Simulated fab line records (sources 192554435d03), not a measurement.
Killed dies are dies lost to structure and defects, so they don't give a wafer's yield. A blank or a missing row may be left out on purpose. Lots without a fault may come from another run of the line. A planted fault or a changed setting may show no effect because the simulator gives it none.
A lot that was struck, set against a sound lot / flow n5_finfet / 36 out of 1938 route steps
Sound: these wafers, L894.2, L894.3, L894.6. Struck: wafers L905.3, L905.5. (L905.4 of the same lot was not struck and is left out.) The cause comes at the end.
Order at every step that has rows: each side's tool, ch and its chambers, its first start. Under that, the readings that differ: sound wafers / struck wafers / difference of the means / sigmas: that difference in standard deviations of wafers without a fault.
alike: readings with means less than 2 such deviations apart, plus words and numbers identical on both sides. not compared: withheld readings, readings lacking a value on some wafer, bounds such as >300 that could conceal the same value, and numbers that have no deviation in the record and whose values overlap.
A row with sigmas, a row that says differs or no value, or rows on one side alone: a step with any of these is where the two part. When numbers do not overlap yet have no deviation, they are printed without sigmas and do not part them. A reading that every wafer of one side lacks parts them only if that side has two wafers or more.

first, 8 steps without rows for these wafers: N5_BEOL_M15_SPUTTER_43 (material TaN, target thk 15 nm, time 24.19 s); N5_BEOL_M15_SPUTTER_44 (material Ta, target thk 15 nm, time 24.19 s); N5_BEOL_M15_SPUTTER_45 (material Cu, target thk 100 nm, time 16.67 s); N5_BEOL_M15_ECD_47 (material Cu, target thk 1860 nm); N5_BEOL_M15_ANNEAL_48 (time 90 s); N5_BEOL_M15_CMP_49 (polishes, stops on SiO2, t overpolish 4.9 s, target thk 850 nm); N5_BEOL_M15_PRE_CLEAN_52 (time 15 s); N5_BEOL_M15_DEP_53 (deposits SiCN from 3MS/NH3, target thk 50 nm, time 17.8 s).
N5_PASSIVATION_PECVD_00: deposits SiO2 from SiH4/N2O, target thk 200 nm, time 11.2 s.
  sound on pecvd-04 ch 0,2, day 12 23:25; struck on pecvd-04 ch 1,2, day 15 17:34
reading=model.SiO2_of_PASSIVATION_PECVD_00.thk_nm (nm); sound=194.4 198.6 200.4; struck=148.2 151; difference=-48.2; sigmas=
  alike: heater_power_w, showerhead_plenum_p_Torr, throttle_valve_pct
then, 26 steps without rows for these wafers: N5_MIM_BOT_DEGAS_01 (time 60 s); N5_MIM_BOT_SPUTTER_00 (material TiN, target thk 35 nm, time 89.7 s); N5_MIM_TOP_ALD_00 (deposits Al2O3, purge time 3 s, co reactant pulse time 3 s); N5_MIM_TOP_ALD_01 (deposits HfO2, target thk 5.6 nm, pulse time 1 s, purge time 3 s); N5_MIM_TOP_ALD_02 (deposits Al2O3, purge time 3 s, co reactant pulse time 3 s); N5_MIM_TOP_DEGAS_04 (time 60 s); N5_MIM_TOP_SPUTTER_03 (material TiN, target thk 35 nm, time 89.7 s); N5_MIM_TOP_LITHO_HMDS_01 (time 60 s); N5_MIM_TOP_LITHO_COAT_02; N5_MIM_TOP_LITHO_EBR_04; N5_MIM_TOP_LITHO_SOFTBAKE_03 (time 90 s); N5_MIM_TOP_LITHO_EXPOSE_05 (exposes mask MIM TOP, target cd 2000 nm); N5_MIM_TOP_LITHO_PEB_06; N5_MIM_TOP_LITHO_DEVELOP_07 (develop time 60 s); N5_MIM_TOP_LITHO_HARDBAKE_09 (time 120 s); N5_MIM_TOP_LITHO_DESCUM_10 (chemistry O2, time 7.9 s); N5_MIM_TOP_ETCH_ETCH_00 (etches TiN in Cl2/BCl3, target depth 38.5 nm); N5_MIM_TOP_ETCH_STRIP_01 (strips in O2); N5_MIM_TOP_ETCH_PECVD_03 (deposits SiNx from SiH4/NH3/N2, target thk 20 nm, time 17.6 s); N5_MIM_BOT_LITHO_HMDS_01 (time 60 s); N5_MIM_BOT_LITHO_COAT_02; N5_MIM_BOT_LITHO_EBR_04; N5_MIM_BOT_LITHO_SOFTBAKE_03 (time 90 s); N5_MIM_BOT_LITHO_EXPOSE_05 (exposes mask MIM BOT); N5_MIM_BOT_LITHO_PEB_06; N5_MIM_BOT_LITHO_DEVELOP_07 (develop time 60 s).
N5_MIM_BOT_ETCH_ETCH_00: etches TiN in Cl2/BCl3, target depth 45.5 nm.
  sound on rie_metal-03 ch 1, day 13 03:46; struck on rie_metal-01 ch 1, day 15 23:55
reading=model.SiO2_of_PASSIVATION_PECVD_00.thk_nm (nm); sound=191.8 196 198; struck=145.6 148.4; difference=-48.3; sigmas=
  alike: bcl3_flow_sccm, drypump_motor_current_A, oes_product_au, throttle_valve_pct
  not compared: rf_hours_counter_h

WHERE THEY PART
Nowhere in this record.

WHY: what the simulator had put in
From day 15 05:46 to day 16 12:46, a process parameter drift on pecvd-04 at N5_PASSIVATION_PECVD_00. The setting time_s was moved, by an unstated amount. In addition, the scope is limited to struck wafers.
